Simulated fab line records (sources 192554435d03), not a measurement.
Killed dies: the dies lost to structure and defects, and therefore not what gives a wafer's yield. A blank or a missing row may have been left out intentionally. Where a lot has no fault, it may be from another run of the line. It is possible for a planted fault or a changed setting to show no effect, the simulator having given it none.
Matching of chambers / flow n5Finfet / N5_BEOL_M12_DESCUM_33 on rieDiel-03 has 4 sister chambers
The step chemistry O2, time 7.9 s. 4 wafers are shown with their chamber, then 9 later ones without.

== WAFERS, EACH WITH ITS CHAMBER ==
wafer=L083.6; chamber=3; throttleValvePct (%)=20.64
wafer=L088.4; chamber=1; throttleValvePct (%)=20.55
wafer=L093.4; chamber=2; throttleValvePct (%)=20.84
wafer=L093.6; chamber=0; throttleValvePct (%)=20.18

== WAFERS MISSING THEIR CHAMBER ==
wafer=L094.1; throttleValvePct (%)=20.19
wafer=L094.5; throttleValvePct (%)=20.19
wafer=L094.6; throttleValvePct (%)=20.85
wafer=L095.2; throttleValvePct (%)=20.13
wafer=L095.4; throttleValvePct (%)=20.19
wafer=L095.6; throttleValvePct (%)=20.87
wafer=L097.1; throttleValvePct (%)=20.85
wafer=L097.2; throttleValvePct (%)=20.22
wafer=L097.3; throttleValvePct (%)=20.71

== THE CHAMBER EACH PASSED THROUGH ==
wafer=L094.1; from the rows above=0; in truth=0
wafer=L094.5; from the rows above=0; in truth=0
wafer=L094.6; from the rows above=2; in truth=2
wafer=L095.2; from the rows above=0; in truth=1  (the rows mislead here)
wafer=L095.4; from the rows above=0; in truth=0
wafer=L095.6; from the rows above=2; in truth=2
wafer=L097.1; from the rows above=2; in truth=2
wafer=L097.2; from the rows above=0; in truth=0
wafer=L097.3; from the rows above=can't be placed: 3 or 2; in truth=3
Correct placement for 7 of the 9. Cannot be placed on the basis of these rows: 1; the candidates contain the true chamber in 1. Wrongly placed: 1.
How it was worked out, from the rows above alone: a wafer's distance from a chamber is the root of the sum, over the readings, of the square of ((its reading less the chamber's mean) divided by the reading's scatter). If the next closest chamber is less than 2 further off than the closest, the wafer can't be placed; otherwise it belongs to the closest. The mean given for a chamber averages the wafers shown for that chamber. The scatter (one wafer shown for each chamber): square how far every hidden wafer sits from the nearest shown wafer, average those squares and take the square root.
